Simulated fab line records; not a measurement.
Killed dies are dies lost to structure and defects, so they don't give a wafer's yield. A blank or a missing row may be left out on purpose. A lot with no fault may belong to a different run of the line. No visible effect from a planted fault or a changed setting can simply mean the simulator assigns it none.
3 desks, one fault || flow nandHarc || only its own numbers are on each desk; what lay behind them is given at the end

== AT THE METROLOGY DESK ==
Means of the sampled wafers that have a number, per lot and without regard to the tool the lot ran on: this is what the gauges read. If a lot's mean is further than 4 standard deviations from the usual mean, the lot is out of limits and carries the mark OUT (the distance appears in the brackets).
Columns: A = cdNm at NHARC_P_ZERO_WELL_CD_MEAS_11, usual 499.8 nm; B = cdNm at NHARC_P_GATE_CD_MEAS_46, usual 720.3 nm
{"lot": "L102", "first seen here": "day 2 07:21", "A": 499.5, "B": 722.3}
{"lot": "L107", "first seen here": "day 4 09:14", "A": 500.4, "B": 721.6}
{"lot": "L108", "first seen here": "day 4 19:14", "A": 499.4, "B": 720.0}
{"lot": "L109", "first seen here": "day 5 05:19", "A": 500.5, "B": 720.6}
{"lot": "L110", "first seen here": "day 5 15:14", "A": 499.5, "B": 720.2}
{"lot": "L111", "first seen here": "day 6 01:07", "A": 501.1, "B": 721.8}
{"lot": "L112", "first seen here": "day 6 11:07", "A": 502.6, "B": 719.7}
{"lot": "L120", "first seen here": "day 9 19:16", "A": 501.1, "B": 718.6}
{"lot": "L121", "first seen here": "day 10 05:14", "A": 499.0, "B": 719.8}
{"lot": "L122", "first seen here": "day 10 15:07", "A": 500.5, "B": 719.8}
{"lot": "L123", "first seen here": "day 11 01:07", "A": 499.3, "B": 720.8}
{"lot": "L124", "first seen here": "day 11 11:14", "A": 498.4, "B": 721.6}
Result from this desk: across the 12 lots, nothing is out of limits.

== THE DEFECT DESK ==
For each lot, the counts of the inspections along the route, averaged over the sampled wafers that have a number. If a lot's mean is further than 4 standard deviations from the usual mean, the lot is out of limits and carries the mark OUT (the distance appears in the brackets).
Columns: A = rawDefectCount at NHARC_P_START_INSPECT_01, usual 3.8
{"lot": "L102", "first seen here": "day 2 06:02", "A": 3.0}
{"lot": "L107", "first seen here": "day 4 08:02", "A": 4.0}
{"lot": "L108", "first seen here": "day 4 18:02", "A": 5.7}
{"lot": "L109", "first seen here": "day 5 04:02", "A": 7.7}
{"lot": "L110", "first seen here": "day 5 14:02", "A": 3.7}
{"lot": "L111", "first seen here": "day 6 00:02", "A": 3.0}
{"lot": "L112", "first seen here": "day 6 10:02", "A": 2.0}
{"lot": "L120", "first seen here": "day 9 18:02", "A": 2.3}
{"lot": "L121", "first seen here": "day 10 04:02", "A": 4.3}
{"lot": "L122", "first seen here": "day 10 14:02", "A": 4.3}
{"lot": "L123", "first seen here": "day 11 00:02", "A": 3.0}
{"lot": "L124", "first seen here": "day 11 10:02", "A": 2.3}
Result from this desk: across the 12 lots, nothing is out of limits.

== THE TOOL OWNER'S DESK: krfScanner-03 ==
The tool's own readings at NHARC_P_ZERO_WELL_EXPOSE_08 (exposes mask P ZERO, target cd 500 nm): means of the sampled wafers that have a number, for each lot that ran on this tool. If a lot's mean is further than 4 standard deviations from the usual mean, the lot is out of limits and carries the mark OUT (the distance appears in the brackets).
Columns: A = exposureDoseMJCm2 at NHARC_P_ZERO_WELL_EXPOSE_08, usual 33.90
{"lot": "L108", "first seen here": "day 4 19:05", "A": 33.80}
{"lot": "L110", "first seen here": "day 5 15:05", "A": 33.77}
{"lot": "L111", "first seen here": "day 6 00:58", "A": 33.74}
{"lot": "L112", "first seen here": "day 6 10:59", "A": 33.81}
{"lot": "L121", "first seen here": "day 10 05:05", "A": 33.75}
{"lot": "L122", "first seen here": "day 10 14:58", "A": 33.79}
{"lot": "L123", "first seen here": "day 11 00:58", "A": 33.79}
Result from this desk: across the 7 lots, nothing is out of limits.

== BROUGHT TOGETHER ==
At the metrology desk, nothing out of limits was observed.
The defect desk saw nothing out of limits.
The desk of the tool owner found nothing out of limits.

== WHAT THE SIMULATOR HAD PUT IN ==
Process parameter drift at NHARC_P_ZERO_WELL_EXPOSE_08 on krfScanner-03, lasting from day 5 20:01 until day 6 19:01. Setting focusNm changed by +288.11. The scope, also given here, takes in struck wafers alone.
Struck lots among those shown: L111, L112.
